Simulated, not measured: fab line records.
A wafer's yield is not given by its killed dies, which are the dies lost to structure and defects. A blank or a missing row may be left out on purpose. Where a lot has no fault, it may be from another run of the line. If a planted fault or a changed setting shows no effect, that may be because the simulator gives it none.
Comparing a struck lot with a sound one -- flow nand harc -- 26 steps out of a route of 1302
Sound: these wafers, L581.1, L581.4, L581.5. Wafers L582.1, L582.5, L582.6 were the ones struck. The cause is given at the end.
Order at every step that has rows: each side's tool, ch and its chambers, its first start. Under that, the readings that differ: sound wafers -- struck wafers -- difference of the means -- sigmas: that difference in standard deviations of wafers without a fault.
alike: readings whose means differ by less than 2 such deviations, and words and numbers that are the same on both sides. not compared: withheld readings, readings that some wafer has no value for, bounds like >300 that may hide the same value, and numbers for which the record gives no deviation and whose values overlap.
The two part at a step that has a row with sigmas, a row that says differs or no value, or rows on one side only. When numbers do not overlap yet have no deviation, they are printed without sigmas and do not part them. A reading that every wafer of one side lacks parts them only if that side has two wafers or more.

first, 8 steps without rows for these wafers: NHARC_A_CHANNEL_HOLE_D2_DEVELOP_09 (develop time 35 s); NHARC_A_CHANNEL_HOLE_D2_DESCUM_15 (chemistry O2, time 3 s); NHARC_A_CHANNEL_HOLE_D2_ETCH_38 (etches the open film in CF4, target depth 39 nm, time 65 s); NHARC_A_CHANNEL_HOLE_D2_ETCH_39 (etches the open film in N2/H2, target depth 260 nm, time 325 s); NHARC_A_CHANNEL_HOLE_D2_ETCH_34 (etches the open film in CF4/CHF3, target depth 154 nm, time 77 s); NHARC_A_CHANNEL_HOLE_D2_ETCH_16 (etches the open film in O2/COS, target depth 3100 nm, time 806 s); NHARC_A_CHANNEL_HOLE_D2_ETCH_19 (etches the open film in C4F8/O2/Ar, time 34.5 s); NHARC_A_CHANNEL_HOLE_D2_ETCH_20 (etches the open film in C4F8/O2/Ar, time 361.9 s, target depth 1600 nm).
NHARC_A_CHANNEL_HOLE_D2_ETCH_21: etches the open film in C4F8/O2/Ar, time 514.3 s, target depth 1600 nm.
  sound on har etch-01 ch 1, day 17 09:20; struck on har etch-01 ch 0,1, day 17 17:43
  alike: drypump motor current A, he backside leak sccm, mfc ar sccm, oes air line au, showerhead plenum p Torr, throttle valve pct
  not compared: rf hours counter h
then, 14 steps without rows for these wafers: NHARC_A_CHANNEL_HOLE_D2_ETCH_22 (etches the open film in C4F8/O2/Ar, time 666.7 s, target depth 1600 nm); NHARC_A_CHANNEL_HOLE_D2_ETCH_23 (etches the open film in C4F8/O2/Ar, time 819 s, target depth 1600 nm); NHARC_A_CHANNEL_HOLE_D2_ETCH_24 (etches the open film in C4F8/O2/Ar, time 906.2 s, target depth 1500 nm); NHARC_A_CHANNEL_HOLE_D2_ETCH_25 (etches the open film in C4F8/O2/Ar, time 1040.2 s, target depth 1500 nm); NHARC_A_CHANNEL_HOLE_D2_ETCH_26 (etches the open film in C4F8/O2/Ar, time 224.1 s, target depth 300 nm); NHARC_A_CHANNEL_HOLE_D2_ETCH_27 (etches the open film in C4F8/O2/Ar, time 90 s, target depth 400 nm); NHARC_A_CHANNEL_HOLE_D2_STRIP_41 (strips in N2/H2); NHARC_A_CHANNEL_HOLE_D2_STRIP_42 (strips in CF4/CHF3); NHARC_A_CHANNEL_HOLE_D2_STRIP_43 (strips in O2/COS); NHARC_A_CHANNEL_HOLE_D2_ETCH_44 (etches the open film in CF4/O2, target depth 140 nm, overetch 14 nm, time 77 s); NHARC_A_CHANNEL_HOLE_D2_STRIP_28 (strips in O2); NHARC_A_CHANNEL_HOLE_D2_PRECLEAN_29 (cleans in SC1); NHARC_A_CHANNEL_HOLE_D2_SRD_30; NHARC_A_CHANNEL_HOLE_D2_XSEM_32.
NHARC_A_CHANNEL_HOLE_D2_INSPECT_40:
  sound on defect inspect-01, day 17 14:37; struck on defect inspect-01, day 17 22:55
reading,sound,struck,difference,sigmas
raw defect count,410 182 191,851 1017 937,+674,+10
then, 1 step without rows for these wafers: NHARC_A_CHANNEL_FILL_D2_PRECLEAN_00 (cleans in SC1).
-- record jumps: 11 days between struck wafers' starts before vs after; left off in module A_CHANNEL_FILL_D2, resumes in module END, first step shown is number 1302 of the route --
NHARC_END_SORT_01:
  at this point the record logs the struck wafers (prober-01 ch 0, day 29 10:19) and has no rows for the sound ones

## WHERE THEY PART
Earliest at NHARC_A_CHANNEL_HOLE_D2_INSPECT_40; latest, in this record, at NHARC_END_SORT_01.

WHY: whatever the simulator had introduced
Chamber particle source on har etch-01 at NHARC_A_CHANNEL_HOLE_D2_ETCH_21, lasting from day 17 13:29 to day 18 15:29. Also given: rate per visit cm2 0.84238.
